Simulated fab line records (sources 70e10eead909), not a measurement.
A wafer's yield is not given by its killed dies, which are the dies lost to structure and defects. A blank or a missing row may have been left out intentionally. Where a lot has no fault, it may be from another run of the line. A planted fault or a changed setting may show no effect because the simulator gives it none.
A lot that was struck, set against a sound lot | flow nand_harc | 15 out of 1159 route steps
Sound: wafers L365.1, L365.3, L365.6. Wafers L354.1, L354.2, L354.6 were the ones struck. Last of all comes the cause.
At each step with rows: each side's tool, then ch and its chambers, then its first start. Under that, the readings that differ: sound wafers | struck wafers | difference of the means | sigmas: that difference in standard deviations of wafers without a fault.
alike: readings with means less than 2 such deviations apart, plus words and numbers identical on both sides. not compared: withheld readings, readings lacking a value on some wafer, bounds such as >300 that could conceal the same value, and numbers that have no deviation in the record and whose values overlap.
A row with sigmas, a row that says differs or no value, or rows on one side alone: a step with any of these is where the two part. Numbers that have no deviation but don't overlap get no sigmas and don't part them. A reading missing from all wafers of one side parts the sides only when that side holds two or more wafers.

first, 5 steps without rows for these wafers: NHARC_A_CONTACT_SOFTBAKE_64 (time 55 s); NHARC_A_CONTACT_EBR_65; NHARC_A_CONTACT_EXPOSE_66 (exposes mask A CC 2); NHARC_A_CONTACT_PEB_67 (peb time 65 s); NHARC_A_CONTACT_DEVELOP_68 (develop time 35 s).
NHARC_A_CONTACT_CD_MEAS_69: the cd target is 200 nm.
  sound on cd_sem-02 ch 0, day 21 19:55; struck on cd_sem-02 ch 0, day 18 18:06
  alike: cd_nm
NHARC_A_CONTACT_OVL_MEAS_70:
  sound on overlay-01 at day 21 20:01; struck on overlay-01 at day 18 18:11
  alike: overlay_x_nm, overlay_y_nm
NHARC_A_CONTACT_INSPECT_71:
  sound on defect_inspect-02 at day 21 20:04; struck on defect_inspect-01 at day 18 18:14
  alike: raw_defect_count
NHARC_A_CONTACT_DESCUM_74: chemistry O2, time 3 s.
  sound on rie_diel-13 ch 0,2, day 21 20:07; struck on rie_diel-08 ch 1,2, day 18 18:18
  alike: chamber_pressure_mTorr, drypump_motor_current_A, oes_product_au, rf_vpp_V, showerhead_plenum_p_Torr, throttle_valve_pct
  not compared: rf_hours_counter_h
NHARC_A_CONTACT_ETCH_75: etches the open film in CF4, target depth 39 nm, time 65 s.
  sound on rie_diel-13 ch 1,2,3, day 21 20:13; struck on rie_diel-08 ch 0,1,3, day 18 18:22
  reading              | sound             | struck            | difference | sigmas
  cf4_flow_sccm (sccm) | 149.8 149.7 148.8 | 150.9 149.9 150.9 | +1.1       | +2
  alike: bias_w, chamber_pressure_mTorr, drypump_motor_current_A, oes_product_au, rf_vpp_V, showerhead_plenum_p_Torr, throttle_valve_pct
  not compared: rf_hours_counter_h
NHARC_A_CONTACT_ETCH_76: etches the open film in N2/H2, target depth 260 nm, time 475.3 s.
  sound: rie_diel-13 ch 0,1,3; struck: rie_diel-08 ch 2,3
  reading               | sound             | struck            | difference | sigmas
  oes_product_au (a.u.) | 0.988 0.985 0.967 | 0.986 1.018 1.021 | +0.028     | +2
  alike: bias_w, chamber_pressure_mTorr, drypump_motor_current_A, rf_vpp_V, showerhead_plenum_p_Torr, throttle_valve_pct
  not compared: rf_hours_counter_h
NHARC_A_CONTACT_ETCH_77: etches the open film in CF4/CHF3, target depth 72.6 nm, time 36.3 s.
  sound: rie_diel-13 ch 1,2; struck: rie_diel-08 ch 1,2,3
  alike: bias_w, cf4_flow_sccm, chamber_pressure_mTorr, drypump_motor_current_A, oes_product_au, rf_vpp_V, showerhead_plenum_p_Torr, throttle_valve_pct
  not compared: rf_hours_counter_h
NHARC_A_CONTACT_ETCH_78: etches the open film in O2/COS, target depth 2800 nm, time 728 s.
  sound on rie_diel-13 ch 0,1,2, day 21 20:46; struck on rie_diel-08 ch 0,1,3, day 18 18:53
  no value came back on the struck wafers for any of 8 readings (bias_w (W), chamber_pressure_mTorr (mTorr) and others); on the sound wafers bias_w (W) reads 299.2 299.7 300.9
  not compared: rf_hours_counter_h
NHARC_A_CONTACT_ETCH_124: etches the open film in C4F8/O2/Ar, time 140 s, target depth 700 nm.
  sound on har_cap_etch-03 ch 0,1, day 21 21:15; struck on har_cap_etch-03 ch 0,1, day 18 19:25
  alike: chamber_pressure_mTorr, oes_air_line_au
  not compared: rf_hours_counter_h
-- record jumps: 3 days between struck wafers' starts before vs after; left off in module A_CONTACT, resumes in module END, first step shown is number 1159 of the route --
NHARC_END_SORT_01:
  sound on prober-02 ch 0, day 24 12:38; struck on prober-01 ch 0, day 21 14:28
  reading         | sound    | struck      | difference | sigmas
  killed_at_array | 41 39 39 | 674 675 672 | +634       | +58
  killed_dies     | 49 45 44 | 677 677 677 | +631       | +57
  killed_short    | 4 2 5    | 1 0 1       | -3         | -2
  alike: killed_at_other, killed_at_periphery, killed_open

== WHERE THEY PART ==
First at NHARC_A_CONTACT_ETCH_75; last, within this record, at NHARC_END_SORT_01.

WHY: what the simulator had put in
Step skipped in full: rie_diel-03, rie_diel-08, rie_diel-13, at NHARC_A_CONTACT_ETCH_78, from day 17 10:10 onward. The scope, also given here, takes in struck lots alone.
